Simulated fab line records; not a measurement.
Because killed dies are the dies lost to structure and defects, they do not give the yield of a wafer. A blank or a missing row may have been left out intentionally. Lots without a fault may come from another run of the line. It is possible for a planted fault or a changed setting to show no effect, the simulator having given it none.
Matching of chambers	flow n5 finfet	cvd co-02 running N5_BEOL_M0_PRE_CLEAN_131: 3 sister chambers
The step time 15 s. 6 wafers are shown with their chamber, then 11 later ones without.

WAFERS PAIRED WITH THEIR CHAMBERS
wafer	chamber	heater power w (W)
L080.6	2	81
L082.2	2	81
L082.3	1	57
L085.4	1	56
L085.5	0	97
L086.1	0	96

WAFERS WITH NO CHAMBER GIVEN
wafer	heater power w (W)
L086.2	57
L086.6	97
L088.2	56
L088.5	100
L088.6	84
L093.2	84
L093.3	96
L093.5	85
L096.2	95
L096.4	82
L096.6	57

CHAMBER TAKEN BY EACH
wafer	from the rows above	in truth
L086.2	1	1
L086.6	0	0
L088.2	1	1
L088.5	0	0
L088.6	2	2
L093.2	2	2
L093.3	0	0
L093.5	2	2
L096.2	0	0
L096.4	2	2
L096.6	1	1
11 of 11 placed correctly. Can't be placed from these rows: 0. Number placed wrongly: 0.
How it was worked out, from the rows above alone: a wafer's distance from a chamber is the root of the sum, over the readings, of the square of ((its reading less the chamber's mean) divided by the reading's scatter). If the next closest chamber is less than 2 further off than the closest, the wafer can't be placed; otherwise it belongs to the closest. A chamber's mean is the mean of its shown wafers. The scatter: the root of (the sum of the squares of (reading less its chamber's mean) over the shown wafers, divided by (wafers less chambers)).
